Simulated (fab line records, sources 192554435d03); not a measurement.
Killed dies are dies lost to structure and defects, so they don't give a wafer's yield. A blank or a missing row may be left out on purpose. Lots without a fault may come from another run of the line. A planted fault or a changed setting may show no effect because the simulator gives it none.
A struck lot beside a sound one | flow n5_finfet | 43 steps out of a route of 1938
Sound: wafers L721.2, L721.3, L721.5. Struck: wafer L734.2. (L734.3 of the same lot was not struck and is left out.) The cause comes at the end.
At each step with rows: each side's tool, then ch and its chambers, then its first start. Under that, the readings that differ: sound wafers | struck wafers | difference of the means | sigmas: that difference in standard deviations of wafers without a fault.
alike: readings whose means differ by less than 2 such deviations, and words and numbers that are the same on both sides. not compared: withheld readings, readings that some wafer has no value for, bounds like >300 that may hide the same value, and numbers for which the record gives no deviation and whose values overlap.
The two part at a step that has a row with sigmas, a row that says differs or no value, or rows on one side only. Numbers that don't overlap but have no deviation are shown without sigmas and don't part them. A reading that every wafer of one side lacks parts them only if that side has two wafers or more.

first, 2 steps without rows for these wafers: N5_DUMMY_GATE_ETCH_23 (etches poly-Si in HBr/Cl2/O2, target depth 41 nm, time 22.3 s); N5_DUMMY_GATE_ETCH_44 (etches poly-Si in HBr/O2, stops on SiO2, target depth 127.5 nm).
N5_DUMMY_GATE_CD_MEAS_24: target cd 15 nm.
  sound on cd_sem-01, day 5 13:01; struck on cd_sem-02, day 8 18:55
  alike: cd_nm
then, 7 steps without rows for these wafers: N5_DUMMY_GATE_ETCH_42 (etches SiO2 in CHF3/O2, target depth 3.5 nm, time 31 s); N5_DUMMY_GATE_STRIP_48 (strips in N2/H2, time 20 s); N5_DUMMY_GATE_PRECLEAN_33 (cleans in dHF, time 10 s); N5_DUMMY_GATE_PRECLEAN_25 (cleans in O3/DIW, time 45 s); N5_DUMMY_GATE_PRECLEAN_51 (cleans in SC2, time 45 s); N5_DUMMY_GATE_SRD_26 (time 30 s); N5_DUMMY_GATE_UV_OZONE_45 (time 120 s).
N5_DUMMY_GATE_INSPECT_27: inspects for defects (brightfield).
  sound on defect_inspect-01, day 5 13:19; struck on defect_inspect-01, day 8 19:11
  alike: raw_defect_count
N5_SPACER0_ALD_07: deposits SiNx, target thk 2 nm.
  sound on ald_sin-04 ch 0,1,2, day 5 14:12; struck on ald_sin-02 ch 2, day 8 20:07
  alike: heater_power_w
N5_SPACER0_ALD_00: deposits SiOCN, target thk 3.5 nm, pulse time 3 s, purge time 2 s.
  sound on ald_sin-04 ch 0,1,2, day 5 14:21; struck on ald_sin-02 ch 2, day 8 20:17
  reading                                   | sound             | struck | difference | sigmas
  ald_cycles                                | 58 58 58          | 41     | -17        |
  precursor_pulse_height_rel                | 0.990 0.991 1.030 | 0.962  | -0.042     | -2
  model.SiOCN_of_SPACER0_ALD_00.thk_nm (nm) | 3.4 3.4 3.4       | 2.4    | -1.0       |
  alike: heater_power_w
N5_SPACER0_ALD_08: deposits SiNx, target thk 2 nm.
  sound on ald_sin-04 ch 0,1,2, day 5 14:37; struck on ald_sin-02 ch 2, day 8 20:32
  alike: heater_power_w
N5_SPACER0_INSPECT_04: inspects for defects (darkfield).
  sound on defect_inspect-02, day 5 14:46; struck on defect_inspect-02, day 8 20:41
  alike: raw_defect_count
then, 8 steps without rows for these wafers: N5_SD_EPI_N_COAT_32 (time 60 s, resist thk 350 nm); N5_SD_EPI_N_COAT_33 (time 60 s, resist thk 35 nm); N5_SD_EPI_N_COAT_03 (resist thk 150 nm); N5_SD_EPI_N_EBR_05; N5_SD_EPI_N_SOFTBAKE_04 (time 60 s); N5_SD_EPI_N_EXPOSE_06 (exposes mask SD N BLK, target cd 120 nm); N5_SD_EPI_N_PEB_07 (peb time 60 s); N5_SD_EPI_N_DEVELOP_08 (develop time 30 s).
N5_SD_EPI_N_CD_MEAS_09: target cd 120 nm.
  sound on cd_sem-03 ch 0, day 5 15:10; struck on cd_sem-02 ch 0, day 8 21:05
  alike: cd_nm
N5_SD_EPI_N_OVL_MEAS_10:
  sound on overlay-01 ch 0, day 5 15:11; struck on overlay-01 ch 0, day 8 21:07
  alike: SD_N_BLK_OVL
N5_SD_EPI_N_INSPECT_11: inspects for defects (macro).
  sound on defect_inspect-02, day 5 15:13; struck on defect_inspect-02, day 8 21:08
  alike: raw_defect_count
then, 1 step without rows for these wafers: N5_SD_EPI_N_DESCUM_14 (chemistry O2, time 7.9 s).
N5_SD_EPI_N_ETCH_34: etches SiARC in CF4, target depth 45.5 nm, time 75.8 s.
  sound on rie_diel-06 ch 1,2, day 5 15:34; struck on rie_diel-04 ch 1, day 8 21:23
  alike: drypump_motor_current_A, etch_rf_on_time_s, oes_product_au, rf_vpp_V, showerhead_plenum_p_Torr, throttle_valve_pct
  not compared: rf_hours_counter_h
then, 3 steps without rows for these wafers: N5_SD_EPI_N_ETCH_35 (etches SOC in N2/H2, overetch 108 nm, time 486 s); N5_SD_EPI_N_STRIP_36 (strips in N2/H2); N5_SD_EPI_N_ETCHBACK_44 (etches SiNx in CH3F/O2, stops on SiO2, target depth 14.5 nm).
N5_SD_EPI_N_ETCH_45: etches SiOCN in CH3F/O2, target depth 6 nm.
  sound on rie_diel-06 ch 1,2, day 5 16:02; struck on rie_diel-04 ch 1, day 8 21:52
  alike: drypump_motor_current_A, oes_product_au, rf_vpp_V, showerhead_plenum_p_Torr, throttle_valve_pct
  not compared: rf_hours_counter_h
then, 8 steps without rows for these wafers: N5_SD_EPI_N_ETCH_16 (etches SiO2 in CHF3/O2, target depth 5 nm); N5_SD_EPI_N_STRIP_47 (strips in CHF3/O2); N5_SD_EPI_N_SD_RECESS_17 (chemistry HBr/Cl2/O2, target depth 41 nm, time 23.7 s, bt time 3 s); N5_SD_EPI_N_STRIP_38 (strips in N2/H2); N5_SD_EPI_N_WET_ETCH_43 (etches SiO2 in dHF, time 14 s, target depth 1.5 nm); N5_SD_EPI_N_STRIP_18 (strips in SPM, time 750 s); N5_SD_EPI_N_SRD_20 (time 30 s); N5_SD_EPI_N_PRECLEAN_48 (cleans in NF3:NH3, afs cycles 2, time 20 s, sublimation time 60 s).
N5_SD_EPI_N_VAPOR_ETCH_50: etches Si in HCl, time 54 s.
  sound on epi_rpcvd-01 ch 0, day 5 17:03; struck on epi_rpcvd-01 ch 0, day 8 22:53
  alike: throttle_valve_pct
then, 1 step without rows for these wafers: N5_SD_EPI_N_EPI_21 (deposits Si:P, time 690 s).
N5_SD_EPI_P_PRECLEAN_32: cleans in dHF, time 10 s.
  sound on wet_bench-02 ch 1,4,5, day 5 23:38; struck on wet_bench-01 ch 6, day 9 06:05
  reading                                   | sound       | struck | difference | sigmas
  model.SiOCN_of_SPACER0_ALD_00.thk_nm (nm) | 3.4 3.4 3.4 | 2.4    | -1.0       |

WHERE THEY PART
Only at N5_SPACER0_ALD_00, within this record. Later steps at which nothing parts them and some readings are alike: N5_SPACER0_ALD_08, N5_SPACER0_INSPECT_04, N5_SD_EPI_N_CD_MEAS_09, N5_SD_EPI_N_OVL_MEAS_10, N5_SD_EPI_N_INSPECT_11, N5_SD_EPI_N_ETCH_34, N5_SD_EPI_N_ETCH_45, N5_SD_EPI_N_VAPOR_ETCH_50.

WHY: what the simulator had put in
Process parameter drift: ald_sin-02, from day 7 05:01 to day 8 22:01, at N5_SPACER0_ALD_00. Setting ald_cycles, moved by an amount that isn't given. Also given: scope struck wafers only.
